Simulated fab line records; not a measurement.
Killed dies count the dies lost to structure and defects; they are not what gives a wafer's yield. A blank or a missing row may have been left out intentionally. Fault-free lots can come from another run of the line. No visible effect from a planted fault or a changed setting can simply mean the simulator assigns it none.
fab line records ; flow nandHarc
[record] lots = 5; wafers = 15; lastDay = 30
route steps=1302 shown P_START@1 P_ZERO_WELL@2 P_STI@85 END@1302
lots untouched by any fault: they come from a run of this same line in which no faults occurred
startH: hours from the record's opening day to when the first of the lot's shown wafers began ; waitH: hours elapsed since this lot's preceding step ; " same as the row above ; L1.1+2: several wafers, shown together as one row ; - value missing, or start not given ; * or withheld: withheld ; < > ~ a bound
route shown NAME@n: a module of which the file shows steps, and the number in the route of the first ; usual: mean and standard deviation over wafers with no fault ; same: alike in all rows ; chamber/n: place in a boat ; sites: the reading at each site ; _std_site: standard deviation across them ; _edge_site: outer sites' mean less inner sites' ; radiusMm: how far each site lies from the wafer's centre ; mask NAME#n: copy n ; behind: the last tool/chamber to shape the wafer ; hold: what put the lot on hold/how long, in hours/how the hold closed ; device: whichever transistor did not switch (one of n, p or np) ; end of line: tests run on the same wafers once the route is complete ; for a step that has no rows: nothing shown but its recipe ; killed: dies lost to structure and defects at the first sort, not the wafer's yield ; map: shows each die of a wafer: x if killed, . if not, _ if none is there
set.NAME: the setting the step ran with; set.NAME@STEP: the setting that earlier step ran with ; model.NAME: the simulator's own value behind a step, which no gauge read
a table for each step, a row for each wafer; lots at some steps of the route
services: from which hour (startH, from the record's first day; less than 0 if before it) a tool's chamber was out of use, for how many hours, and why
[[steps]]
[step NHARC_P_START_INSPECT_01]
[usual] rawDefectCount = 3.9/2.5
lot.wafer;tool;chamber;startH;waitH;rawDefectCount
L613.1;defectInspect-02;-;30.04;-;2
L613.3;defectInspect-02;-;30.04;-;5
L613.6;defectInspect-02;-;30.04;-;3
L617.2;defectInspect-01;-;70.04;-;6
L617.5;defectInspect-01;-;70.04;-;3
L617.6;defectInspect-01;-;70.04;-;5
L626.2;defectInspect-01;-;160.04;-;6
L626.3;defectInspect-01;-;160.04;-;4
L626.6;defectInspect-01;-;160.04;-;2
L628.1;defectInspect-02;-;180.04;-;8
L628.2;defectInspect-02;-;180.04;-;4
L628.6;defectInspect-02;-;180.04;-;5
L629.1;defectInspect-01;-;190.04;-;1
L629.4;defectInspect-01;-;190.04;-;4
L629.5;defectInspect-01;-;190.04;-;1
[step NHARC_P_ZERO_WELL_PRECLEAN_00]
[recipe] timeS = 600; tempC = 120; chemistry = SPM
[step NHARC_P_ZERO_WELL_SRD_01]
[step NHARC_P_ZERO_WELL_PECVD_02]
[recipe] targetThkA = 100; tempC = 400; pressureTorr = 6.5; rfW = withheld; teosFlowSccm = withheld; flowSccm = 2650; targetThkNm = 10; gas = O2; material = SiO2
lot.wafer;tool;chamber;startH;waitH
L613.1+3+6;pecvd-02;2,0,1;30.48;-
L617.2+6+5;pecvd-03;1,1,2;70.45;-
L626.3+2+6;pecvd-03;0,1,1;160.45;-
L628.1+2+6;pecvd-01;1,0,2;180.44;-
L629.1+5+4;pecvd-02;2,2,1;190.46;-
[step NHARC_P_ZERO_WELL_DEHYDRATE_03]
[recipe] tempC = 150; timeS = 120
[step NHARC_P_ZERO_WELL_HMDS_04]
[recipe] timeS = 30
[step NHARC_P_ZERO_WELL_COAT_64]
[recipe] tempC = 200; timeS = 65
[step NHARC_P_ZERO_WELL_COAT_05]
[recipe] spinRpm = 2000; resistThkNm = 600
[step NHARC_P_ZERO_WELL_SOFTBAKE_06]
[recipe] tempC = 125; timeS = 70
[step NHARC_P_ZERO_WELL_EBR_07]
[step NHARC_P_ZERO_WELL_EXPOSE_08]
[recipe] na = 0.55; targetCdNm = 500; doseMj = 33.8; maskId = P_ZERO
[step NHARC_P_ZERO_WELL_PEB_09]
[recipe] pebTempC = 128; pebTimeS = 80
[step NHARC_P_ZERO_WELL_DEVELOP_10]
[recipe] timeS = 50; devTempC = 22
[step NHARC_P_ZERO_WELL_CD_MEAS_11]
[recipe] targetCdNm = 500; landingEnergyEv = 500
[usual] cdNm = 499.0/1.7
lot.wafer;tool;chamber;startH;waitH;cdNm
L613.1;cdSem-01;0;31.24;-;499.1
L613.3;cdSem-01;0;31.24;-;498.1
L613.6;cdSem-01;0;31.24;-;495.9
L617.2;cdSem-01;0;71.12;-;498.9
L617.5;cdSem-01;0;71.12;-;500.5
L617.6;cdSem-01;0;71.12;-;499.7
L626.2;cdSem-03;0;161.24;-;498.0
L626.3;cdSem-03;0;161.24;-;498.1
L626.6;cdSem-03;0;161.24;-;498.3
L628.1;cdSem-01;0;181.23;-;498.1
L628.2;cdSem-01;0;181.23;-;500.4
L628.6;cdSem-01;0;181.23;-;500.3
L629.1;cdSem-03;0;191.25;-;498.7
L629.4;cdSem-03;0;191.25;-;499.6
L629.5;cdSem-03;0;191.25;-;499.0
[step NHARC_P_ZERO_WELL_HARDBAKE_12]
[recipe] tempC = 118; timeS = 65
[step NHARC_P_ZERO_WELL_DESCUM_13]
[recipe] timeS = 3; o2FlowSccm = 200; arFlowSccm = 0; biasPowerW = 0; chemistry = O2
[usual] drypumpMotorCurrentA = 5.9/0.34; oesProductAu = 1.000/0.011; rfVppV = 57.7/0.85; showerheadPlenumPTorr = 1.91/0.094; throttleValvePct = 11.310/0.0092
[same] biasPowerW = 0
lot.wafer;tool;chamber;startH;waitH;drypumpMotorCurrentA;oesProductAu;rfHoursCounterH;rfVppV;showerheadPlenumPTorr;throttleValvePct
L613.3;rieDiel-07;2;31.39;-;6.1;0.974;27;59.1;2.03;11.314
L613.1;rieDiel-07;1;31.39;-;5.9;0.994;21;57.8;1.93;11.307
L613.6;rieDiel-07;3;31.39;-;4.9;1.005;-;58.4;2.02;11.318
L617.2;rieDiel-04;1;71.31;-;5.9;1.010;16;58.2;1.92;11.320
L617.6;rieDiel-04;2;71.31;-;5.6;1.015;-;57.2;1.82;11.311
L617.5;rieDiel-04;3;71.31;-;6.1;1.006;-;58.4;1.96;11.316
L626.2;rieDiel-08;2;161.41;-;5.6;1.012;43;58.9;1.95;11.293
L626.3;rieDiel-08;3;161.41;-;5.8;0.995;44;55.4;1.77;11.310
L626.6;rieDiel-08;1;161.41;-;5.9;0.993;-;55.5;1.77;11.311
L628.2;rieDiel-07;1;181.41;-;5.9;1.005;22;58.2;1.91;11.320
L628.1;rieDiel-07;2;181.41;-;6.2;1.000;23;58.7;2.02;11.317
L628.6;rieDiel-07;0;181.41;-;6.4;0.992;-;57.1;1.85;11.295
L629.4;rieDiel-04;0;191.41;-;6.2;1.007;1;56.9;1.79;11.310
L629.1;rieDiel-04;2;191.41;-;5.6;1.003;0;57.7;1.81;11.318
L629.5;rieDiel-04;0;191.41;-;6.2;1.020;-;56.3;1.79;11.308
[step NHARC_P_ZERO_WELL_ETCH_65]
[recipe] targetDepthA = 800; overetchA = 240; timeS = 87.88; ionEnergyEv = 200; n2FlowSccm = 150; h2FlowSccm = 150; arFlowSccm = 0; rfW = 400; biasW = 150; chemistry = N2/H2
[usual] biasW = 150.0/0.46; drypumpMotorCurrentA = 5.9/0.33; oesProductAu = 1.001/0.01; rfVppV = 430.2/2.9; showerheadPlenumPTorr = 2.04/0.1; throttleValvePct = 14.171/0.0088
lot.wafer;tool;chamber;startH;waitH;biasW;drypumpMotorCurrentA;oesProductAu;rfHoursCounterH;rfVppV;showerheadPlenumPTorr;throttleValvePct
L613.1;rieDiel-07;2;31.48;0.1;149.9;6.2;0.972;27;434.1;2.17;14.164
L613.3;rieDiel-07;1;31.48;0.1;149.7;5.9;0.981;21;430.8;2.05;14.159
L613.6;rieDiel-07;2;31.48;0.1;149.2;6.2;0.978;-;434.4;2.17;14.163
L617.2;rieDiel-04;3;71.38;0.1;149.8;6.2;1.011;17;430.6;2.09;14.170
L617.5;rieDiel-04;2;71.38;0.1;150.6;5.6;1.005;-;427.8;1.93;14.172
L617.6;rieDiel-04;3;71.38;0.1;150.4;6.2;0.992;-;431.4;2.09;14.165
L626.2;rieDiel-08;2;161.50;0.1;150.1;5.6;1.023;43;432.7;2.08;14.182
L626.3;rieDiel-08;3;161.50;0.1;149.7;5.8;1.023;44;425.2;1.88;14.173
L626.6;rieDiel-08;2;161.50;0.1;150.4;5.6;1.012;-;431.7;2.08;14.178
L628.2;rieDiel-07;2;181.53;0.1;150.8;6.2;0.996;23;433.1;2.15;14.184
L628.1;rieDiel-07;0;181.53;0.1;150.5;6.3;1.004;21;427.2;1.97;14.166
L628.6;rieDiel-07;3;181.53;0.1;150.4;4.9;0.981;-;430.9;2.14;14.152
L629.1;rieDiel-04;0;191.49;0.1;149.9;6.2;1.005;1;426.8;1.91;14.168
L629.4;rieDiel-04;3;191.49;0.1;150.0;6.1;0.999;0;432.2;2.08;14.176
L629.5;rieDiel-04;0;191.49;0.1;150.4;6.1;1.004;-;426.4;1.91;14.180
[step NHARC_P_ZERO_WELL_ETCH_62]
[recipe] targetDepthA = 130; timeS = 6.5; chf3FlowSccm = 50; arFlowSccm = 200; rfW = 500; biasW = 200; chemistry = CHF3/Ar
[usual] biasW = 200.1/0.6; drypumpMotorCurrentA = 5.9/0.33; oesProductAu = 0.959/0.019; rfVppV = 370.4/2.5; showerheadPlenumPTorr = 2.34/0.11; throttleValvePct = 20.219/0.0088
lot.wafer;tool;chamber;startH;waitH;biasW;drypumpMotorCurrentA;oesProductAu;rfHoursCounterH;rfVppV;showerheadPlenumPTorr;throttleValvePct
L613.3;rieDiel-07;0;-;-;199.9;6.3;0.940;23;370.0;2.29;20.215
L613.1;rieDiel-07;2;-;-;200.5;6.1;0.890;27;374.3;2.48;20.220
L613.6;rieDiel-07;0;-;-;200.8;6.3;0.938;-;367.7;2.29;20.231
L617.2;rieDiel-04;3;-;-;199.9;6.1;0.973;17;371.4;2.40;20.233
L617.5;rieDiel-04;0;-;-;199.7;6.2;0.989;-;367.2;2.22;20.212
L617.6;rieDiel-04;1;-;-;200.4;5.9;0.976;-;370.8;2.35;20.215
L626.3;rieDiel-08;2;-;-;199.2;5.6;0.976;43;370.3;2.39;20.230
L626.2;rieDiel-08;3;-;-;200.0;5.8;0.968;44;367.2;2.17;20.216
L626.6;rieDiel-08;2;-;-;198.9;5.6;0.963;-;371.1;2.39;20.211
L628.1;rieDiel-07;0;-;-;200.1;6.4;0.966;21;369.0;2.27;20.218
L628.2;rieDiel-07;1;-;-;199.6;5.9;0.955;23;370.4;2.34;20.224
L628.6;rieDiel-07;0;-;-;201.3;6.3;0.959;-;370.4;2.27;20.237
L629.1;rieDiel-04;0;-;-;199.9;6.2;0.971;1;367.7;2.20;20.220
L629.4;rieDiel-04;1;-;-;200.4;5.9;0.973;1;370.9;2.34;20.235
L629.5;rieDiel-04;0;-;-;200.7;6.2;0.963;-;367.7;2.20;20.210
[step NHARC_P_ZERO_WELL_ETCH_63]
[recipe] targetDepthA = 1200; timeS = 40.1; hbrFlowSccm = 150; cl2FlowSccm = 50; rfW = 400; icpW = 400; biasW = 100; chemistry = HBr/Cl2
[usual] biasW = 100.04/0.27; drypumpMotorCurrentA = 5.9/0.54; oesProductAu = 1.001/0.0091; throttleValvePct = 26.406/0.0094
lot.wafer;tool;chamber;startH;waitH;biasW;drypumpMotorCurrentA;oesProductAu;rfHoursCounterH;throttleValvePct
L613.3;rieSi-02;3;31.69;-;99.80;5.9;1.009;0.61;26.414
L613.1;rieSi-02;2;31.69;-;99.90;5.9;0.992;0.62;26.416
L613.6;rieSi-02;3;31.69;-;99.75;5.9;1.018;-;26.398
L617.2;rieSi-04;0;71.59;-;100.34;5.2;0.985;0.58;26.419
L617.5;rieSi-04;1;71.59;-;100.02;5.8;0.989;-;26.397
L617.6;rieSi-04;2;71.59;-;100.15;5.7;0.991;-;26.407
L626.2;rieSi-01;1;161.70;-;99.60;6.8;1.000;0.85;26.407
L626.3;rieSi-01;2;161.70;-;100.10;6.8;1.005;0.70;26.401
L626.6;rieSi-01;0;161.70;-;99.69;6.3;1.000;-;26.410
L628.2;rieSi-01;2;181.70;-;99.48;6.8;1.002;0.80;26.414
L628.1;rieSi-01;0;181.70;-;99.93;6.3;1.009;1.02;26.395
L628.6;rieSi-01;2;181.70;-;99.93;6.8;1.002;-;26.427
L629.1;rieSi-02;0;191.69;-;100.36;6.3;0.993;0.53;26.412
L629.4;rieSi-02;1;191.69;-;99.94;5.1;0.988;0.53;26.412
L629.5;rieSi-02;2;191.69;-;100.06;6.0;0.997;-;26.394
[step NHARC_P_ZERO_WELL_STRIP_15]
[recipe] timeS = 900; tempC = 130; chemistry = SPM
[step NHARC_P_ZERO_WELL_DEHYDRATE_16]
[recipe] tempC = 150; timeS = 120
[step NHARC_P_ZERO_WELL_HMDS_17]
[recipe] timeS = 30
[step NHARC_P_ZERO_WELL_COAT_18]
[recipe] spinRpm = withheld
[step NHARC_P_ZERO_WELL_SOFTBAKE_19]
[recipe] tempC = 122; timeS = 95
[step NHARC_P_ZERO_WELL_EBR_20]
[step NHARC_P_ZERO_WELL_EXPOSE_21]
[recipe] na = 0.6; targetCdNm = 720; doseMj = 22.31; maskId = P_NWELL
[step NHARC_P_ZERO_WELL_PEB_22]
[recipe] pebTempC = 118; pebTimeS = 85
[step NHARC_P_ZERO_WELL_DEVELOP_23]
[recipe] timeS = 70
[step NHARC_P_ZERO_WELL_CD_MEAS_24]
[recipe] targetCdNm = 720; landingEnergyEv = 500
[usual] cdNm = 719.7/1.6
lot.wafer;tool;chamber;startH;waitH;cdNm
L613.1;cdSem-01;0;32.61;-;718.7
L613.3;cdSem-01;0;32.61;-;719.2
L613.6;cdSem-01;0;32.61;-;718.4
L617.2;cdSem-03;0;72.48;-;719.7
L617.5;cdSem-03;0;72.48;-;718.5
L617.6;cdSem-03;0;72.48;-;718.3
L626.2;cdSem-01;0;162.49;-;720.4
L626.3;cdSem-01;0;162.49;-;719.3
L626.6;cdSem-01;0;162.49;-;720.1
L628.1;cdSem-01;0;182.63;-;719.4
L628.2;cdSem-01;0;182.63;-;721.1
L628.6;cdSem-01;0;182.63;-;720.7
L629.1;cdSem-01;0;192.47;-;718.9
L629.4;cdSem-01;0;192.47;-;719.2
L629.5;cdSem-01;0;192.47;-;718.9
[step NHARC_P_ZERO_WELL_HARDBAKE_25]
[recipe] tempC = 125; timeS = 80
[step NHARC_P_ZERO_WELL_DESCUM_26]
[recipe] timeS = 3; o2FlowSccm = 200; arFlowSccm = 0; biasPowerW = 0; chemistry = O2
[usual] drypumpMotorCurrentA = 5.9/0.35; oesProductAu = 0.999/0.01; rfVppV = 57.7/1; showerheadPlenumPTorr = 1.91/0.091; throttleValvePct = 11.310/0.0095
[same] biasPowerW = 0
lot.wafer;tool;chamber;startH;waitH;drypumpMotorCurrentA;oesProductAu;rfHoursCounterH;rfVppV;showerheadPlenumPTorr;throttleValvePct
L613.1;rieDiel-08;3;32.79;-;5.8;1.005;3;55.8;1.78;11.316
L613.3;rieDiel-08;1;32.79;-;5.9;0.975;5;57.1;1.79;11.306
L613.6;rieDiel-08;2;32.79;-;5.6;1.013;-;58.3;1.96;11.301
L617.2;rieDiel-08;3;72.64;-;5.8;1.005;16;57.9;1.78;11.311
L617.5;rieDiel-08;3;72.64;-;5.8;1.014;-;55.7;1.78;11.311
L617.6;rieDiel-08;0;72.64;-;6.2;1.003;-;57.6;1.97;11.314
L626.2;rieDiel-04;2;162.66;-;5.6;0.993;42;58.0;1.81;11.300
L626.3;rieDiel-04;0;162.66;-;6.2;1.001;43;57.3;1.80;11.311
L626.6;rieDiel-04;1;162.66;-;5.9;1.005;-;58.2;1.91;11.314
L628.2;rieDiel-08;3;182.83;-;5.8;1.006;53;57.1;1.77;11.313
L628.1;rieDiel-08;1;182.83;-;5.9;0.988;57;57.4;1.77;11.332
L628.6;rieDiel-08;0;182.83;-;6.2;1.004;-;57.4;1.96;11.318
L629.4;rieDiel-04;3;192.63;-;6.1;1.018;0;57.3;1.95;11.329
L629.1;rieDiel-04;0;192.63;-;6.2;1.005;1;57.2;1.79;11.298
L629.5;rieDiel-04;3;192.63;-;6.1;1.010;-;57.7;1.95;11.294
[step NHARC_P_ZERO_WELL_IMPLANT_27]
[recipe] energyKev = 600; doseCm2 = 1e+13; tiltDeg = 7
[step NHARC_P_ZERO_WELL_IMPLANT_57]
[recipe] energyKev = 250; doseCm2 = 4e+12; tiltDeg = 7
[step NHARC_P_ZERO_WELL_INSPECT_43]
[usual] rawDefectCount = 14/5.9
lot.wafer;tool;chamber;startH;waitH;rawDefectCount
L613.1;defectInspect-01;-;37.71;0.6;13
L613.3;defectInspect-01;-;37.71;0.6;15
L613.6;defectInspect-01;-;37.71;0.6;12
L617.2;defectInspect-02;-;77.38;0.5;15
L617.5;defectInspect-02;-;77.38;0.5;12
L617.6;defectInspect-02;-;77.38;0.5;17
L626.2;defectInspect-02;-;167.44;0.5;14
L626.3;defectInspect-02;-;167.44;0.5;62
L626.6;defectInspect-02;-;167.44;0.5;16
L628.1;defectInspect-01;-;187.81;0.6;8
L628.2;defectInspect-01;-;187.81;0.6;10
L628.6;defectInspect-01;-;187.81;0.6;17
L629.1;defectInspect-01;-;197.56;0.6;19
L629.4;defectInspect-01;-;197.56;0.6;13
L629.5;defectInspect-01;-;197.56;0.6;21
[step NHARC_P_STI_INSPECT_11]
[usual] rawDefectCount = 6/3.1
lot.wafer;tool;chamber;startH;waitH;rawDefectCount
L613.1;defectInspect-02;-;51.79;0.0;2
L613.3;defectInspect-02;-;51.79;0.0;6
L613.6;defectInspect-02;-;51.79;0.0;4
L617.2;defectInspect-01;-;92.94;0.0;13
L617.5;defectInspect-01;-;92.94;0.0;8
L617.6;defectInspect-01;-;92.94;0.0;7
L626.2;defectInspect-02;-;183.24;0.0;5
L626.3;defectInspect-02;-;183.24;0.0;55
L626.6;defectInspect-02;-;183.24;0.0;6
L628.1;defectInspect-01;-;204.23;0.0;5
L628.2;defectInspect-01;-;204.23;0.0;4
L628.6;defectInspect-01;-;204.23;0.0;10
L629.1;defectInspect-01;-;214.72;0.0;4
L629.4;defectInspect-01;-;214.72;0.0;6
L629.5;defectInspect-01;-;214.72;0.0;2
[step NHARC_END_SORT_01]
[recipe] tempC = 25
[usual] killedAtArray = 57/19; killedAtOther = 0.9/1.1; killedAtPeriphery = 4.0/2.6; killedDies = 62/19; killedOpen = 3.3/1.8; killedShort = 2.4/1.7
[same] grossDies = 677
lot.wafer;tool;chamber;startH;waitH;killedAtArray;killedAtOther;killedAtPeriphery;killedDies;killedOpen;killedShort
L626.2;prober-01;0;715.26;2.8;33;4;0;37;2;5
L626.3;prober-01;0;716.06;3.1;30;2;21;53;5;1
L626.6;prober-01;0;718.46;4.0;28;1;2;31;6;0
L628.1;prober-01;0;722.22;2.5;35;3;3;41;1;2
L628.2;prober-01;0;723.01;2.8;41;1;4;46;2;1
L628.6;prober-01;0;726.18;4.0;44;0;5;49;9;5
// killed by level:class
L626.2 A_CHANNEL_HOLE_D1:chamberFilmFlake=13 A_CONTACT:chamberFilmFlake=7 THIN_TSV:chamberFilmFlake=4 A_SLIT:chamberFilmFlake=3 A_WL_FILL:geometricParticle:short=2 A_CHANNEL_HOLE_D1:geometricParticle:open=1 A_DECK1_JOINT:geometricParticle:open=1 A_CHANNEL_HOLE_D2:geometricParticle:short=1
L626.3 P_ZERO_WELL:unspecified=19 A_CHANNEL_HOLE_D1:chamberFilmFlake=8 A_CONTACT:chamberFilmFlake=8 A_SLIT:chamberFilmFlake=4 P_M1:chamberFilmFlake=2 A_WL_FILL:chamberFilmFlake=2 THIN_TSV:chamberFilmFlake=2 A_SOURCE_PLATE:geometricParticle:open=1
L626.6 A_CHANNEL_HOLE_D1:chamberFilmFlake=10 A_CONTACT:chamberFilmFlake=5 A_STAIRCASE:chamberFilmFlake=3 A_WL_FILL:chamberFilmFlake=2 P_STI:geometricParticle:open=1 A_CHANNEL_HOLE_D1:geometricParticle:open=1 A_DECK1_JOINT:geometricParticle:open=1 A_ONON_D2:geometricParticle:open=1
L628.1 A_CHANNEL_HOLE_D1:chamberFilmFlake=23 A_SLIT:chamberFilmFlake=3 P_M2:chamberFilmFlake=2 A_ZERO_WELL:chamberFilmFlake=2 A_STAIRCASE:chamberFilmFlake=2 A_CONTACT:chamberFilmFlake=2 THIN_TSV:chamberFilmFlake=2 A_ONON_D1:geometricParticle:short=1
L628.2 A_CHANNEL_HOLE_D1:chamberFilmFlake=31 A_SLIT:chamberFilmFlake=4 P_M2:chamberFilmFlake=3 A_DECK1_JOINT:chamberFilmFlake=3 P_CONTACT:geometricParticle:open=1 A_BLC:geometricParticle:short=1 A_M0:geometricParticle:open=1 A_STAIRCASE:chamberFilmFlake=1
L628.6 A_CHANNEL_HOLE_D1:chamberFilmFlake=24 A_WL_FILL:geometricParticle:short=3 P_CONTACT:chamberFilmFlake=3 A_SLIT:chamberFilmFlake=3 A_ONON_D1:geometricParticle:open=2 A_CONTACT:chamberFilmFlake=2 P_GATE:geometricParticle:open=1 P_CONTACT:geometricParticle:open=1
// map L626.3 (x killed, . not)
____________x____________
_________x.x...._________
_______.x.x.x....._______
______....x.x......______
_____..............._____
____xx...............____
____xx...............____
___xxx................___
___x..................___
__x.xx.................__
__xxx..................__
_xxx...................._
_xx....................._
_.x..x..........x......._
_......................._
_.........x..........x.._
................xx.......
......................x..
.....................x...
....................x....
........x........x.......
_......................._
_..x.......x............_
_.x..............x......_
_.x....................._
_......................._
__..............x....x.__
__.................x..x__
___.......x........x.x___
___..x................___
____.................____
____.................____
_____..............._____
______.............______
_______......x...._______
_________......._________
____________.____________
// map L617.2 (x killed, . not)
____________x____________
_________xxxx..._________
_______.xx..xx...._______
______...xx........______
_____......x........_____
____....x..x.x.......____
____.........x.......____
___...................___
___...................___
__.....................__
__.....................__
_...x..x...............x_
_..x...x...............x_
_..x.x.x................_
_..xxx.................x_
_...x.xxx.......xx......_
.x...xx.x................
.....x.x.x......x........
....xxxxx.x......x.......
.....xxxx................
...x..xx.................
_...x.x................._
_......................._
_......................._
_x..................x..._
_..x.................x.._
__..x..x...........xxx.__
__................xxxxx__
___x..............xxxx___
___.............x.xxxx___
____...............x.____
____...............xx____
_____.............x._____
______...........x.______
_______..........._______
_________......._________
____________.____________
[[services]]
tool;chamber;startH;hours;kind
rieDiel-07;-;8.48;14.0;repair
rieDiel-08;-;13.95;9.0;pm
rieSi-01;-;16.00;9.0;pm
pecvd-01;-;31.82;0.8;repair
rieDiel-07;0;38.07;5.4;repair
pecvd-02;-;46.47;13.0;pm
rieSi-02;2;50.38;10.3;repair
rieDiel-04;3;57.45;2.8;repair
rieDiel-07;2;61.11;19.0;repair
rieSi-04;1;92.35;4.7;repair
rieSi-02;3;92.67;13.7;repair
rieSi-02;-;100.00;9.0;pm
pecvd-02;-;108.87;0.6;repair
rieDiel-07;-;117.70;9.0;pm
rieSi-04;1;125.48;6.5;repair
rieDiel-08;2;128.65;1.8;repair
pecvd-01;-;130.00;13.0;pm
rieSi-01;0;130.19;3.8;repair
rieDiel-08;0;146.40;16.3;repair
pecvd-02;-;160.07;1.4;repair
rieSi-04;-;165.00;9.0;pm
rieDiel-04;-;180.43;9.0;pm
pecvd-03;-;185.18;13.0;pm
rieDiel-08;-;190.95;9.0;pm
[[key]]
[firstSign] step = NHARC_P_ZERO_WELL_INSPECT_43; reading = rawDefectCount; direction = up; sigmas = 8.2; usual = 14; struck = 62
[effect] step = NHARC_P_STI_INSPECT_11; reading = rawDefectCount; direction = up; sigmas = 16; usual = 6; struck = 55
[effect] step = NHARC_END_SORT_01; reading = killedAtPeriphery; direction = up; sigmas = 6.6; usual = 4.0; struck = 21
metAt NHARC_P_ZERO_WELL_PECVD_02
struckWafers L626.3
testerLeftOut L626
[fault] kind = chamberParticleSource; tool = pecvd-03; chamber = 0; onsetH = 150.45; steps = NHARC_P_ZERO_WELL_PECVD_02; ratePerVisitCm2 = 0.070882; endH = 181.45
// testerLeftOut: of these lots the tester's yield and bins aren't shown, on N5 and GAA mostly nor the transistor test; their killed dies are dies lost to structure and defects alone, not to doping, threshold or leakage, so they don't give the yield
